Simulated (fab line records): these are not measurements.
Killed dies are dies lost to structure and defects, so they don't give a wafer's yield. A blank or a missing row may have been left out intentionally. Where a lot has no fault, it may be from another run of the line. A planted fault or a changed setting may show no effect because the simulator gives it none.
Matching of chambers -- flow n5_finfet -- N5_MOL_CONTACT_COAG_ETCH_110 on rie_diel-06 has 4 sister chambers
The step etches Si in CF4/O2, target depth 2.5 nm, time 8 s. 8 wafers are shown with their chamber, then 8 later ones without.

## WAFERS, EACH WITH ITS CHAMBER
wafer,chamber,showerhead_plenum_p_Torr (Torr),drypump_motor_current_A (A)
L085.1,2,2.12,6.3
L086.3,2,2.11,6.3
L086.5,0,2.30,5.8
L086.6,1,2.21,5.4
L087.3,1,2.21,5.4
L087.4,3,2.13,5.2
L087.5,0,2.30,5.8
L091.2,3,2.13,5.3

## WAFERS WITH NO CHAMBER GIVEN
wafer,showerhead_plenum_p_Torr (Torr),drypump_motor_current_A (A)
L091.3,2.30,5.8
L091.6,2.13,5.2
L093.1,2.30,5.8
L093.2,2.37,6.3
L093.5,2.37,6.3
L097.1,2.12,5.2
L097.4,2.37,6.2
L097.6,2.20,5.4

## WHICH CHAMBER EACH ONE RAN IN
wafer,from the rows above,in truth
L091.3,0,0
L091.6,3,3
L093.1,0,0
L093.2,0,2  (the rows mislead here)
L093.5,0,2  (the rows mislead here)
L097.1,3,3
L097.4,0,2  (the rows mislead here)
L097.6,1,1
Correct placement for 5 of the 8. Left unplaced by these rows: 0. Wrongly placed: 3.
How it was worked out, from the rows above alone: a wafer's distance from a chamber is the root of the sum, over the readings, of the square of ((its reading less the chamber's mean) divided by the reading's scatter). The wafer belongs to the nearest chamber; if the next one is less than 2 further off, it can't be placed. Each chamber's mean is taken over the wafers shown for it. The scatter: the root of (the sum of the squares of (reading less its chamber's mean) over the shown wafers, divided by (wafers less chambers)).
